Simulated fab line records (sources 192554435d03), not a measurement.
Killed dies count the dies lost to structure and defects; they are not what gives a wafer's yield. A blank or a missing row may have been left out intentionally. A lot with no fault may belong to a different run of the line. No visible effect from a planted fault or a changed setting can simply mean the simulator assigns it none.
fab line records    flow n5Finfet
record lots=7  wafers=19  lastDay=17
route steps=1938 shown PASSIVATION@1917
lots that met no fault: from a run of the same line without faults
startH: start of the lot's first displayed wafer, in hours after the record's first day    waitH: how many hours have passed since the lot's step before this one    " the same as in the row above    L1.1+2: several wafers, shown together as one row    - no value present, or no start provided    * or withheld: withheld    < > ~ a bound
route shown NAME@n: names a module that has steps shown in the file, with the first one's number in the route    usual: mean and standard deviation over wafers with no fault    same: alike in all rows    chamber/n: place in a boat    sites: per-site readings    _std_site: the values' standard deviation    _edge_site: inner sites' mean taken away from outer sites' mean    radiusMm: how far each site lies from the wafer's centre    mask NAME#n: copy n    behind: tool/chamber where the wafer was last shaped    hold: what put the lot on hold/how long, in hours/how the hold closed    device: names the non-switching transistor (n, p or np)    end of line: the route-end tests of the same wafers    for a step that has no rows: nothing shown but its recipe    killed: at the first sort, the dies lost to defects and structure; wafer yield is something else    map: per-die view of a wafer (x killed, . not killed, _ where there is no die)
set.NAME: the run value of the setting; set.NAME@STEP: its run value at that earlier step    model.NAME: the simulator's own value behind a step, which no gauge read
a table for each step, a row for each wafer; lots at some steps of the route
services: when a tool's chamber went out of use (startH, in hours from the record's first day, below 0 if earlier), for how many hours, and the reason
## steps
# step N5_PASSIVATION_HMDS_37
# recipe timeS=60  tempC=120
# step N5_PASSIVATION_COAT_38
# recipe spinRpm=3000  resistThkNm=withheld
# step N5_PASSIVATION_EBR_40
# recipe solvent=PGMEA  ebrWidthMm=1.5
# step N5_PASSIVATION_SOFTBAKE_39
# recipe tempC=110  timeS=120
# step N5_PASSIVATION_EXPOSE_41
# recipe maskId=PASS_OPEN  na=0.55  defocusNm=0  sourceShape=conventional  sigmaOuter=0.8  polarization=unpolarized  targetCdNm=40000  doseMj=57.25
# step N5_PASSIVATION_PEB_42
# recipe pebTempC=withheld  pebTimeS=*
# step N5_PASSIVATION_DEVELOP_43
# recipe developTimeS=60  rinseLiquid=diw  dry=airSpin  devTempC=21
# step N5_PASSIVATION_HARDBAKE_45
# recipe tempC=130  timeS=120
# step N5_PASSIVATION_CD_MEAS_44
# recipe targetCdNm=40000  landingEnergyEv=500  detector=seInlens
# usual cdNm=40000/3.1
lot.wafer  tool      chamber  startH  waitH  cdNm
L355.1     cdSem-01  0        271.73  -      39998
L355.3     "         0        "       "      39997
L355.4     "         0        "       "      39996
L359.2     cdSem-02  0        295.36  -      40005
L359.4     "         0        "       "      40000
L359.5     "         0        "       "      40001
L367.4     cdSem-03  0        332.86  -      39996
L367.5     "         0        "       "      39996
L368.1     cdSem-03  0        342.51  -      39996
L368.3     "         0        "       "      39999
L368.4     "         0        "       "      39998
L370.4     cdSem-03  0        358.63  -      39997
L370.5     "         0        "       "      40002
L373.2     cdSem-01  0        370.30  -      39997
L373.3     "         0        "       "      39999
L373.5     "         0        "       "      39996
L378.2     cdSem-03  0        400.60  -      40004
L378.3     "         0        "       "      40003
L378.6     "         0        "       "      40001
# step N5_PASSIVATION_OVL_MEAS_66
# recipe pointsPerWafer=44
# usual PASS_OPEN_OVL=1/5.6
lot.wafer  tool        chamber  startH  waitH  PASS_OPEN_OVL[nm]
L355.1     overlay-02  0        271.76  0.0    1
L355.3     "           0        "       "      6
L355.4     "           0        "       "      3
L359.2     overlay-01  0        295.39  0.0    -2
L359.4     "           0        "       "      -7
L359.5     "           0        "       "      -5
L367.4     overlay-01  0        332.89  0.0    -1
L367.5     "           0        "       "      -1
L368.1     overlay-01  0        342.54  0.0    3
L368.3     "           0        "       "      0
L368.4     "           0        "       "      0
L370.4     overlay-02  0        358.66  0.0    -5
L370.5     "           0        "       "      -4
L373.2     overlay-02  0        370.33  0.0    7
L373.3     "           0        "       "      -4
L373.5     "           0        "       "      6
L378.2     overlay-02  0        400.62  0.0    5
L378.3     "           0        "       "      11
L378.6     "           0        "       "      7
# step N5_PASSIVATION_INSPECT_67
# recipe mode=adi  inspectInstrument=macro
# usual rawDefectCount=2.0/1.5
lot.wafer  tool              chamber  startH  waitH  rawDefectCount
L355.1     defectInspect-01  -        271.78  0.0    0
L355.3     "                 -        "       "      1
L355.4     "                 -        "       "      4
L359.2     defectInspect-02  -        295.41  0.0    4
L359.4     "                 -        "       "      1
L359.5     "                 -        "       "      0
L367.4     defectInspect-01  -        332.92  0.0    1
L367.5     "                 -        "       "      5
L368.1     defectInspect-02  -        342.56  0.0    2
L368.3     "                 -        "       "      3
L368.4     "                 -        "       "      1
L370.4     defectInspect-02  -        358.68  0.0    0
L370.5     "                 -        "       "      5
L373.2     defectInspect-02  -        370.36  0.0    2
L373.3     "                 -        "       "      2
L373.5     "                 -        "       "      3
L378.2     defectInspect-02  -        400.65  0.0    4
L378.3     "                 -        "       "      1
L378.6     "                 -        "       "      4
# step N5_PASSIVATION_DESCUM_46
# recipe chemistry=O2  timeS=7.9  sourcePowerW=50  biasPowerW=20  pressureMtorr=20  rfFrequencyHz=2.712e+07  tempC=40  o2FlowSccm=225
# usual chamberPressureMTorr=19.999/0.018  drypumpMotorCurrentA=5.8/0.57  oesProductAu=0.81/0.081  rfVppV=242.8/1.3  showerheadPlenumPTorr=2.07/0.061  throttleValvePct=20.44/0.22
lot.wafer  tool        chamber  startH  waitH  chamberPressureMTorr  drypumpMotorCurrentA  oesProductAu  rfHoursCounterH  rfVppV  showerheadPlenumPTorr  throttleValvePct
L355.1     rieDiel-02  1        271.81  0.0    20.008                5.5                   0.68          245              243.9   2.15                   20.71
L355.3     "           0        "       "      20.015                5.2                   0.84          60               241.3   2.04                   20.01
L355.4     "           0        "       "      20.015                5.3                   0.84          -                241.8   2.04                   20.03
L359.2     rieDiel-04  2        295.44  0.0    20.000                5.8                   0.77          113              242.0   2.02                   20.56
L359.4     "           0        "       "      20.000                6.5                   0.89          32               243.2   2.06                   20.35
L359.5     "           2        "       "      19.978                5.9                   0.77          -                242.2   2.02                   20.56
L367.4     rieDiel-02  1        333.17  0.3    19.984                5.5                   0.94          12               244.8   2.14                   20.35
L367.5     "           1        "       "      20.023                5.5                   0.95          -                243.9   2.14                   20.35
L368.1     rieDiel-02  3        342.59  0.0    20.017                5.1                   0.90          27               241.2   2.05                   20.62
L368.3     "           2        "       "      20.024                6.4                   0.76          148              242.4   2.08                   20.60
L368.4     "           1        "       "      20.013                5.5                   0.93          16               244.0   2.14                   20.36
L370.4     rieDiel-02  0        358.71  0.0    20.012                5.2                   0.80          96               243.2   2.03                   20.08
L370.5     "           0        "       "      19.991                5.2                   0.79          -                243.3   2.03                   20.09
L373.2     rieDiel-04  1        370.39  0.0    19.994                5.9                   0.84          70               241.5   2.03                   20.42
L373.3     "           0        "       "      20.017                6.5                   0.85          58               242.2   2.05                   20.39
L373.5     "           2        "       "      19.954                5.8                   0.76          -                241.3   2.01                   20.59
L378.2     rieDiel-06  3        400.68  0.0    20.003                4.9                   0.73          172              241.2   2.08                   20.61
L378.3     "           0        "       "      19.995                6.8                   0.72          188              241.5   1.98                   20.16
L378.6     "           3        "       "      20.007                4.9                   0.73          -                241.1   2.08                   20.62
# step N5_PASSIVATION_PASS_ETCH_47
# recipe chemistry=CF4/O2  target=SiNx  targetDepthA=7700  timeS=385  ionEnergyEv=100  pressureMtorr=40  sourceW=535  biasW=49  Ar_flow_sccm=100  cf4FlowSccm=100  O2_flow_sccm=10
# usual chamberPressureMTorr=40.00/0.038  drypumpMotorCurrentA=5.8/0.57  mfcArSccm=100.0/0.32  oes_f_703_au=0.80/0.077  oes_o_777_au=0.80/0.078  oesProductAu=0.80/0.077  rfVppV=241.3/2.3  showerheadPlenumPTorr=2.18/0.06  throttleValvePct=15.85/0.22
lot.wafer  tool        chamber  startH  waitH  chamberPressureMTorr  drypumpMotorCurrentA  mfcArSccm  oes_f_703_au  oes_o_777_au  oesProductAu  rfHoursCounterH  rfVppV  showerheadPlenumPTorr  throttleValvePct  model.etch.depthNm
L355.1     rieDiel-02  1        271.85  0.0    40.03                 5.5                   99.8       0.69          0.68          0.68          245              242.1   2.26                   16.17             771.4
L355.3     "           0        "       "      40.00                 5.2                   100.0      0.84          0.84          0.83          60               239.1   2.14                   15.40             787.4
L355.4     "           0        "       "      39.90                 5.2                   99.2       0.83          0.84          0.84          -                238.5   2.14                   15.38             790.4
L359.2     rieDiel-04  2        295.48  0.0    39.99                 5.8                   100.4      0.78          0.78          0.78          113              244.2   2.13                   15.94             772.2
L359.4     "           0        "       "      39.98                 6.5                   99.8       0.89          0.89          0.88          32               238.4   2.17                   15.70             789.9
L359.5     "           2        "       "      40.01                 5.8                   100.3      0.78          0.79          0.78          -                243.2   2.13                   15.92             766.9
L367.4     rieDiel-02  1        333.21  0.0    40.08                 5.5                   100.0      0.93          0.93          1.06          12               243.1   2.25                   15.73             1242
L367.5     "           1        "       "      39.97                 5.5                   100.1      0.93          0.93          0.94          -                242.1   2.25                   15.71             769.8
L368.1     rieDiel-02  3        342.63  0.0    39.97                 5.1                   100.3      0.87          0.89          1.00          27               239.1   2.16                   15.99             1238
L368.3     "           2        "       "      39.97                 6.4                   99.9       0.78          0.77          0.76          148              241.5   2.20                   16.07             777.6
L368.4     "           1        "       "      40.04                 5.5                   99.6       0.92          0.93          1.05          16               242.2   2.25                   15.75             1250
L370.4     rieDiel-02  0        358.75  0.0    40.01                 5.3                   100.2      0.80          0.80          0.90          96               237.1   2.13                   15.49             1256
L370.5     "           0        "       "      39.97                 5.3                   99.9       0.79          0.81          0.79          -                238.8   2.13                   15.48             782.2
L373.2     rieDiel-04  1        370.43  0.0    39.98                 6.0                   99.9       0.84          0.83          0.83          70               241.8   2.14                   15.83             781.3
L373.3     "           0        "       "      40.01                 6.5                   99.3       0.84          0.85          0.85          58               238.5   2.16                   15.75             793.9
L373.5     "           2        "       "      39.97                 5.9                   99.5       0.75          0.77          0.76          -                243.2   2.12                   15.98             772.9
L378.2     rieDiel-06  3        400.72  0.0    39.98                 4.9                   99.8       0.73          0.72          0.73          172              243.1   2.19                   16.05             774.4
L378.3     "           0        "       "      40.00                 6.8                   100.1      0.70          0.70          0.72          188              241.7   2.11                   15.77             750.4
L378.6     "           3        "       "      40.01                 4.9                   99.6       0.73          0.73          0.73          -                244.9   2.19                   16.06             774.4
# step N5_PASSIVATION_ETCH_54
# recipe chemistry=CHF3/O2  target=SiO2  targetDepthA=8800  CHF3_flow_sccm=50  O2_flow_sccm=5  Ar_flow_sccm=200  timeS=440  maskMaterial=PR  pressureMtorr=30  sourceW=650  biasW=170  ionEnergyEv=200
# usual chamberPressureMTorr=29.999/0.028  drypumpMotorCurrentA=5.8/0.57  mfcArSccm=200.0/0.59  oes_f_703_au=0.80/0.076  oes_o_777_au=0.80/0.077  oesProductAu=0.80/0.078  rfVppV=525/4.4  showerheadPlenumPTorr=2.38/0.067  throttleValvePct=18.80/0.23
lot.wafer  tool        chamber  startH  waitH  chamberPressureMTorr  drypumpMotorCurrentA  mfcArSccm  oes_f_703_au  oes_o_777_au  oesProductAu  rfHoursCounterH  rfVppV  showerheadPlenumPTorr  throttleValvePct
L355.1     rieDiel-02  1        272.08  0.1    29.972                5.5                   200.8      0.69          0.68          0.68          245              526     2.47                   19.08
L355.3     "           0        "       "      29.951                5.2                   198.6      0.83          0.83          0.84          60               522     2.34                   18.36
L355.4     "           0        "       "      30.024                5.2                   199.6      0.83          0.84          0.83          -                519     2.34                   18.35
L359.2     rieDiel-04  2        295.71  0.1    29.980                5.8                   200.7      0.77          0.77          0.78          114              529     2.33                   18.91
L359.4     "           0        "       "      30.005                6.5                   199.3      0.89          0.89          0.90          32               521     2.36                   18.67
L359.5     "           2        "       "      30.002                5.8                   199.9      0.77          0.78          0.78          -                530     2.33                   18.89
L367.4     rieDiel-02  1        333.43  0.1    29.967                5.5                   200.4      0.94          0.93          0.94          13               525     2.46                   18.70
L367.5     "           1        "       "      30.033                5.5                   199.5      0.93          0.93          0.93          -                525     2.46                   18.70
L368.1     rieDiel-02  3        342.86  0.1    29.986                5.1                   199.8      0.88          0.87          0.89          27               518     2.36                   18.98
L368.3     "           2        "       "      30.039                6.5                   200.0      0.77          0.76          0.76          148              525     2.41                   19.05
L368.4     "           1        "       "      30.000                5.5                   200.1      0.92          0.92          0.92          16               525     2.46                   18.70
L370.4     rieDiel-02  0        358.98  0.1    30.019                5.3                   199.9      0.79          0.79          0.79          96               520     2.33                   18.40
L370.5     "           0        "       "      29.999                5.3                   200.2      0.79          0.79          0.79          -                520     2.33                   18.41
L373.2     rieDiel-04  1        370.65  0.1    30.014                5.9                   200.7      0.84          0.84          0.83          71               521     2.34                   18.77
L373.3     "           0        "       "      30.011                6.5                   200.0      0.86          0.85          0.85          58               521     2.36                   18.70
L373.5     "           2        "       "      29.992                5.8                   200.2      0.75          0.75          0.75          -                528     2.32                   18.94
L378.2     rieDiel-06  3        400.95  0.1    30.001                4.9                   198.5      0.72          0.72          0.73          172              531     2.40                   19.01
L378.3     "           0        "       "      30.018                6.8                   200.0      0.70          0.71          0.72          188              523     2.29                   18.59
L378.6     "           3        "       "      30.004                4.9                   199.1      0.73          0.73          0.73          -                530     2.40                   19.00
## services
tool        chamber  startH  hours  kind
rieDiel-02  3        252.44  -      clean
rieDiel-02  3        252.44  -      consumableReplace:focusRing
rieDiel-02  1        284.06  -      clean
rieDiel-02  1        284.06  -      consumableReplace:focusRing
rieDiel-02  1        284.06  13.9   scheduledDown
rieDiel-02  1        284.06  13.9   ventCycle
rieDiel-04  1        342.58  5.9    repair
rieDiel-04  3        353.66  5.1    repair
rieDiel-06  -        360.52  0.5    repair
rieDiel-02  -        374.68  2.8    pm
rieDiel-04  0        379.45  4.8    repair
## key
firstSign none at tools or gauges
modelEffect step=N5_PASSIVATION_PASS_ETCH_47  value=etch.depthNm  without=775.3  struck=1247
metAt N5_PASSIVATION_PASS_ETCH_47
struckWafers L367.4,L368.1,L368.4,L370.4
onsetBetween 271.85 333.21
fault kind=processParameterDrift  tool=rieDiel-02  chamber=-  onsetH=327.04  steps=N5_PASSIVATION_PASS_ETCH_47  channel=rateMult  offset=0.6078  shape=step  endH=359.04  scope=struckWafersOnly
